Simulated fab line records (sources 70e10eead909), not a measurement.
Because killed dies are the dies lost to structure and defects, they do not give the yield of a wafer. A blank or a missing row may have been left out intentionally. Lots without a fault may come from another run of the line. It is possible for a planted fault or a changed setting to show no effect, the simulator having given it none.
Matching of chambers + flow nand_harc + rie_diel-12 running NHARC_P_M0_STRIP_18: 4 sister chambers
The step strips in N2/H2. 8 wafers are shown with their chamber, then 7 later ones without.

## EACH WAFER AND ITS CHAMBER
| wafer  | chamber | drypump_motor_current_A (A) | showerhead_plenum_p_Torr (Torr) |
|--------|---------|-----------------------------|---------------------------------|
| L077.5 | 2       | 6.5                         | 1.97                            |
| L079.3 | 2       | 6.4                         | 1.97                            |
| L080.1 | 1       | 4.8                         | 2.04                            |
| L080.5 | 0       | 5.0                         | 1.90                            |
| L091.3 | 1       | 4.8                         | 2.03                            |
| L091.4 | 0       | 5.0                         | 1.89                            |
| L090.4 | 3       | 6.3                         | 2.18                            |
| L090.5 | 3       | 6.3                         | 2.18                            |

## WAFERS WITH NO CHAMBER GIVEN
| wafer  | drypump_motor_current_A (A) | showerhead_plenum_p_Torr (Torr) |
|--------|-----------------------------|---------------------------------|
| L090.6 | 6.4                         | 1.96                            |
| L092.2 | 6.2                         | 2.18                            |
| L092.4 | 6.4                         | 1.95                            |
| L092.6 | 4.8                         | 2.02                            |
| L095.1 | 4.8                         | 2.02                            |
| L095.4 | 6.3                         | 2.17                            |
| L095.5 | 5.0                         | 1.89                            |

## WHICH CHAMBER EACH WENT THROUGH
| wafer  | from the rows above | in truth |
|--------|---------------------|----------|
| L090.6 | 2                   | 2        |
| L092.2 | 3                   | 3        |
| L092.4 | 2                   | 2        |
| L092.6 | 1                   | 1        |
| L095.1 | 1                   | 1        |
| L095.4 | 3                   | 3        |
| L095.5 | 0                   | 0        |
Correctly placed: 7 of 7. Not placeable from these rows: 0. 0 placed wrongly.
How it was worked out, from the rows above alone: a wafer's distance from a chamber is the root of the sum, over the readings, of the square of ((its reading less the chamber's mean) divided by the reading's scatter). The wafer belongs to the nearest chamber; if the next one is less than 2 further off, it can't be placed. For every chamber, the mean is computed from those of its wafers that are shown. The scatter: take each reading less its chamber's mean, square it, sum over the shown wafers, divide by the number of wafers less the number of chambers, and take the root.
